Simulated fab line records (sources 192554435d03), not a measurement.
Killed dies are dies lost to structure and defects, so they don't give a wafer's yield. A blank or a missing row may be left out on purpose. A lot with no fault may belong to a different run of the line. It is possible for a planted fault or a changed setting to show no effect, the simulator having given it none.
A lot that was struck, set against a sound lot || flow n5Finfet || 27 steps out of a route of 1938
Sound: wafers L789.1, L789.2, L789.6. Wafers L806.1, L806.3, L806.5 were the ones struck. Last of all comes the cause.
Order at every step that has rows: each side's tool, ch and its chambers, its first start. Under that, the readings that differ: sound wafers || struck wafers || difference of the means || sigmas: that difference in standard deviations of wafers without a fault.
alike: a reading whose means differ by less than 2 such deviations, as well as words and numbers matching on both sides. not compared: withheld readings; readings where some wafer has no value; bounds like >300 that might hide an equal value; numbers whose values overlap and for which the record gives no deviation.
The two part at a step that has a row with sigmas, a row that says differs or no value, or rows on one side only. Numbers that have no deviation but don't overlap get no sigmas and don't part them. A reading missing from all wafers of one side parts the sides only when that side holds two or more wafers.

first, 10 steps without rows for these wafers: N5_DUMMY_GATE_STRIP_48 (strips in N2/H2, time 20 s); N5_DUMMY_GATE_PRECLEAN_33 (cleans in dHF, time 10 s); N5_DUMMY_GATE_PRECLEAN_25 (cleans in O3/DIW, time 45 s); N5_DUMMY_GATE_PRECLEAN_51 (cleans in SC2, time 45 s); N5_DUMMY_GATE_SRD_26 (time 30 s); N5_DUMMY_GATE_UV_OZONE_45 (time 120 s); N5_SPACER0_ALD_07 (deposits SiNx, target thk 2 nm); N5_SPACER0_ALD_00 (deposits SiOCN, target thk 3.5 nm, pulse time 3 s, purge time 2 s); N5_SPACER0_ALD_08 (deposits SiNx, target thk 2 nm); N5_SD_EPI_N_COAT_32 (time 60 s, resist thk 350 nm).
N5_SD_EPI_N_COAT_33: time 60 s, resist thk 35 nm.
  sound on lithoTrack-02 ch 0, day 4 03:12; struck on lithoTrack-02 ch 0, day 8 09:10
{"reading": "spinSpeedRpm (rpm)", "sound": "1500.4 1497.5 1501.1", "struck": "1430.1 1428.6 1431.1", "difference": -69.7, "sigmas": -63}
{"reading": "model.SiARC_of_SD_EPI_N_COAT_33.thkNm (nm)", "sound": "35.2 35.2 35.2", "struck": "36 36 36", "difference": "+1", "sigmas": ""}
  alike: plateTempC, resistLineTempC
then, 7 steps without rows for these wafers: N5_SD_EPI_N_COAT_03 (resist thk 150 nm); N5_SD_EPI_N_EBR_05; N5_SD_EPI_N_SOFTBAKE_04 (time 60 s); N5_SD_EPI_N_EXPOSE_06 (exposes mask SD N BLK, target cd 120 nm); N5_SD_EPI_N_PEB_07 (peb time 60 s); N5_SD_EPI_N_DEVELOP_08 (develop time 30 s); N5_SD_EPI_N_DESCUM_14 (chemistry O2, time 7.9 s).
N5_SD_EPI_N_ETCH_34: etches SiARC in CF4, target depth 45.5 nm, time 75.8 s.
  sound on rieDiel-01 ch 0,1,3, day 4 03:41; struck on rieDiel-02 ch 1,3, day 8 09:32
{"reading": "model.etch.depthNm (nm)", "sound": "35.22 35.26 35.23", "struck": "35.93 35.94 35.99", "difference": "+0.72", "sigmas": ""}
{"reading": "model.CAR-ArF-block_of_SD_EPI_N_COAT_03.thkNm (nm)", "sound": "110.8 110.4 110.8", "struck": "109.4 109.6 109.4", "difference": -1.2, "sigmas": ""}
  alike: cf4FlowSccm, drypumpMotorCurrentA, etchRfOnTimeS, oesProductAu, rfVppV, showerheadPlenumPTorr, throttleValvePct
  not compared: rfHoursCounterH
then, 4 steps without rows for these wafers: N5_SD_EPI_N_ETCH_35 (etches SOC in N2/H2, overetch 108 nm, time 486 s); N5_SD_EPI_N_STRIP_36 (strips in N2/H2); N5_SD_EPI_N_ETCHBACK_44 (etches SiNx in CH3F/O2, stops on SiO2, target depth 14.5 nm); N5_SD_EPI_N_ETCH_45 (etches SiOCN in CH3F/O2, target depth 6 nm).
N5_SD_EPI_N_ETCH_16: etches SiO2 in CHF3/O2, target depth 5 nm.
  sound on rieDiel-01 ch 0,1,3, day 4 04:16; struck on rieDiel-02 ch 1,3, day 8 10:07
{"reading": "model.SiARC_of_SD_EPI_N_COAT_33.thkNm (nm)", "sound": "12.6 12.2 12.6", "struck": "13.4 13.2 13.6", "difference": "+0.9", "sigmas": ""}
  alike: drypumpMotorCurrentA, oesProductAu, rfVppV, showerheadPlenumPTorr, throttleValvePct
  not compared: rfHoursCounterH
then, 1 step without rows for these wafers: N5_SD_EPI_N_STRIP_47 (strips in CHF3/O2).
-- record jumps: 5 days separate the struck wafers' starts on either side; left off in module SD_EPI_N, taken up again in module BEOL_M4, whose first shown step is the route's number 1111 --
N5_BEOL_M4_RC_MEAS_101:
  sound on prober-02 ch 0, day 9 06:52; struck on prober-01 ch 0, day 13 20:10
  alike: DIBL_N, DIBL_P, IOFF_N, IOFF_P, ION_N, ION_P, SS_N, SS_P, VT_N, VT_P
N5_PASSIVATION_PROBE_49:
  sound wafers here have rows in the record (prober-01, day 13 21:06); struck ones have none

WHERE THEY PART
At N5_SD_EPI_N_COAT_33 first; at N5_PASSIVATION_PROBE_49 last (within this record only).

WHY: the cause the simulator had injected
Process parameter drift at N5_SD_EPI_N_COAT_33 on lithoTrack-02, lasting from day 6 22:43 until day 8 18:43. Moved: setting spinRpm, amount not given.
